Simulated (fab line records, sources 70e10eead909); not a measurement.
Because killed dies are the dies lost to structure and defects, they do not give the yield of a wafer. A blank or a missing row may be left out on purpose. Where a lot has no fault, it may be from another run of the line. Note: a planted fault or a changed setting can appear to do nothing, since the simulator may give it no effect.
Matching of chambers || flow nand_harc || NHARC_A_WL_FILL_ETCHBACK_26 on rie_si-04 has 4 sister chambers
The step etches the open film in HBr, target depth 52 nm, time 13.3 s. 4 wafers are shown with their chamber, then 7 later ones without.

## WAFERS PAIRED WITH THEIR CHAMBERS
{"wafer": "L089.2", "chamber": 1, "drypump_motor_current_A (A)": 4.8}
{"wafer": "L089.6", "chamber": 2, "drypump_motor_current_A (A)": 5.9}
{"wafer": "L091.2", "chamber": 0, "drypump_motor_current_A (A)": 5.9}
{"wafer": "L091.3", "chamber": 3, "drypump_motor_current_A (A)": 5.0}

## WAFERS MISSING THEIR CHAMBER
{"wafer": "L091.4", "drypump_motor_current_A (A)": 5.8}
{"wafer": "L092.2", "drypump_motor_current_A (A)": 5.9}
{"wafer": "L092.3", "drypump_motor_current_A (A)": 5.0}
{"wafer": "L092.4", "drypump_motor_current_A (A)": 4.8}
{"wafer": "L097.2", "drypump_motor_current_A (A)": 4.8}
{"wafer": "L097.3", "drypump_motor_current_A (A)": 5.0}
{"wafer": "L097.4", "drypump_motor_current_A (A)": 5.8}

## WHICH CHAMBER EACH ONE RAN IN
{"wafer": "L091.4", "from the rows above": "can't be placed: 0 or 2", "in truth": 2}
{"wafer": "L092.2", "from the rows above": "can't be placed: 0 or 2", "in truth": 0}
{"wafer": "L092.3", "from the rows above": 3, "in truth": 3}
{"wafer": "L092.4", "from the rows above": 1, "in truth": 1}
{"wafer": "L097.2", "from the rows above": 1, "in truth": 1}
{"wafer": "L097.3", "from the rows above": 3, "in truth": 3}
{"wafer": "L097.4", "from the rows above": "can't be placed: 0 or 2", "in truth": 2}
Correct placement for 4 of the 7. Not placeable from these rows: 3 (in 3, the candidates include the true chamber). 0 placed wrongly.
How it was worked out, from the rows above alone: a wafer's distance from a chamber is the root of the sum, over the readings, of the square of ((its reading less the chamber's mean) divided by the reading's scatter). The wafer belongs to the nearest chamber; if the next one is less than 2 further off, it can't be placed. For every chamber, the mean is computed from those of its wafers that are shown. The scatter: with one shown wafer a chamber, the root of the mean of the squares of how far each hidden wafer lies from its nearest shown one.
